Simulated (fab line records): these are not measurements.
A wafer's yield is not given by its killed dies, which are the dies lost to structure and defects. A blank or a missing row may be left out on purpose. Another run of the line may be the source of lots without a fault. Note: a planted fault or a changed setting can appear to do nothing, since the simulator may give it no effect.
A struck lot beside a sound one | flow nand-harc | 42 out of 1159 route steps
Sound: the wafers L154.2, L154.3, L154.4. Struck: wafers L171.2, L171.5 (left out: L171.1, a lot-mate that was not struck); the cause follows at the end.
Each step with rows lists, per side, the tool, then ch with its chambers, then its first start. Under that, the readings that differ: sound wafers | struck wafers | difference of the means | sigmas: that difference in standard deviations of wafers without a fault.
alike: same words and numbers on both sides, and readings whose means sit less than 2 such deviations apart. not compared: any withheld reading, any reading some wafer has no value for, any bound like >300 that may hide the same value, and any number with overlapping values for which the record gives no deviation.
The two part at a step that has a row with sigmas, a row that says differs or no value, or rows on one side only. Numbers that don't overlap but have no deviation are shown without sigmas and don't part them. A reading that every wafer of one side lacks parts them only if that side has two wafers or more.

NHARC_P_GATE_STRIP_101: strips in O2, time 20 s.
  sound on rie-diel-01 ch 0,1,2, day 5 10:24; struck on rie-diel-01 ch 0,1, day 9 08:24
  alike: drypump-motor-current-A, oes-product-au, rf-vpp-V, showerhead-plenum-p-Torr, throttle-valve-pct
  not compared: rf-hours-counter-h
then, 11 steps without rows for these wafers: NHARC_P_GATE_PRECLEAN_97 (cleans in SPM, time 600 s); NHARC_P_GATE_SRD_98; NHARC_P_GATE_PRECLEAN_99 (cleans in SC1); NHARC_P_GATE_SRD_100; NHARC_P_GATE_DEHYDRATE_38 (time 120 s); NHARC_P_GATE_HMDS_39 (time 30 s); NHARC_P_GATE_COAT_40; NHARC_P_GATE_SOFTBAKE_41 (time 95 s); NHARC_P_GATE_EBR_42; NHARC_P_GATE_EXPOSE_43 (exposes mask P NSD, target cd 720 nm); NHARC_P_GATE_PEB_44 (peb time 85 s).
NHARC_P_GATE_DEVELOP_45: time 70 s.
  sound on litho-track-07 ch 0, day 5 11:00; struck on litho-track-03 ch 0, day 9 09:00
  alike: exhaust-pa
then, 1 step without rows for these wafers: NHARC_P_GATE_HARDBAKE_47 (time 80 s).
NHARC_P_GATE_DESCUM_48: chemistry O2, time 3 s.
  sound on rie-diel-07 ch 1,2,3, day 5 11:29; struck on rie-diel-07 ch 0, day 9 09:29
  reading                 | sound             | struck      | difference | sigmas
  model.P_GATE.cd-nm (nm) | 719.9 721.3 719.3 | 122.2 120.8 | -598.7     |
  alike: drypump-motor-current-A, oes-product-au, rf-vpp-V, showerhead-plenum-p-Torr, throttle-valve-pct
  not compared: rf-hours-counter-h
after that, 1 step had no rows for these wafers: NHARC_P_GATE_IMPLANT_49.
NHARC_P_GATE_STRIP_111: strips in N2/H2, time 250 s.
  sound on plasma-asher-02 ch 0,1, day 5 12:04; struck on plasma-asher-02 ch 1, day 9 09:52
  alike: drypump-motor-current-A, heater-power-w
  not compared: rf-hours-counter-h
NHARC_P_GATE_STRIP_75: strips in O2.
  sound on plasma-asher-02 ch 0,1, day 5 12:19; struck on plasma-asher-02 ch 1, day 9 10:10
  alike: drypump-motor-current-A, heater-power-w
  not compared: rf-hours-counter-h
then, 10 steps without rows for these wafers: NHARC_P_GATE_STRIP_50 (strips in SPM, time 900 s); NHARC_P_GATE_DEHYDRATE_51 (time 120 s); NHARC_P_GATE_HMDS_52 (time 30 s); NHARC_P_GATE_COAT_53; NHARC_P_GATE_SOFTBAKE_54 (time 95 s); NHARC_P_GATE_EBR_55; NHARC_P_GATE_EXPOSE_56 (exposes mask P PSD, target cd 720 nm); NHARC_P_GATE_PEB_57 (peb time 85 s); NHARC_P_GATE_DEVELOP_58 (time 70 s); NHARC_P_GATE_HARDBAKE_60 (time 80 s).
NHARC_P_GATE_DESCUM_61: chemistry O2, time 3 s.
  sound on rie-diel-08 ch 0,1,3, day 5 13:24; struck on rie-diel-07 ch 0,2, day 9 11:08
  alike: drypump-motor-current-A, oes-product-au, rf-vpp-V, showerhead-plenum-p-Torr, throttle-valve-pct
  not compared: rf-hours-counter-h
after that, 1 step had no rows for these wafers: NHARC_P_GATE_IMPLANT_62.
NHARC_P_GATE_STRIP_112: strips in N2/H2, time 200 s.
  sound on plasma-asher-02 ch 0,1, day 5 14:10; struck on plasma-asher-01 ch 0,1, day 9 11:29
  alike: drypump-motor-current-A, heater-power-w
  not compared: rf-hours-counter-h
then, 9 steps without rows for these wafers: NHARC_P_GATE_STRIP_76 (strips in O2); NHARC_P_GATE_STRIP_63 (strips in SPM, time 900 s); NHARC_P_GATE_DEHYDRATE_83 (time 120 s); NHARC_P_GATE_HMDS_84 (time 30 s); NHARC_P_GATE_COAT_85; NHARC_P_GATE_SOFTBAKE_86 (time 95 s); NHARC_P_GATE_EBR_87; NHARC_P_GATE_EXPOSE_88 (exposes mask P HVN, target cd 2000 nm); NHARC_P_GATE_PEB_89 (peb time 85 s).
NHARC_P_GATE_DESCUM_93: chemistry O2, time 3 s.
  sound on rie-diel-01 ch 0,1,3, day 5 15:30; struck on rie-diel-08 ch 0,2, day 9 12:44
  reading                 | sound          | struck      | difference | sigmas
  model.P_GATE.cd-nm (nm) | 2003 2002 2005 | 122.2 120.8 | -1881.8    |
  alike: drypump-motor-current-A, oes-product-au, rf-vpp-V, showerhead-plenum-p-Torr, throttle-valve-pct
  not compared: rf-hours-counter-h
-- break in the record here, with 14 days between the starts of the struck wafers on either side (left off in module P_GATE, picked up again in module END, where the first step shown is number 1159 on the route) --
NHARC_END_SORT_01:
  the record has rows for the struck wafers here (prober-02 ch 0, day 24 00:20) and none for the sound ones

## WHERE THEY PART
Only at NHARC_END_SORT_01, as far as this record shows.

WHY: what had been put in by the simulator
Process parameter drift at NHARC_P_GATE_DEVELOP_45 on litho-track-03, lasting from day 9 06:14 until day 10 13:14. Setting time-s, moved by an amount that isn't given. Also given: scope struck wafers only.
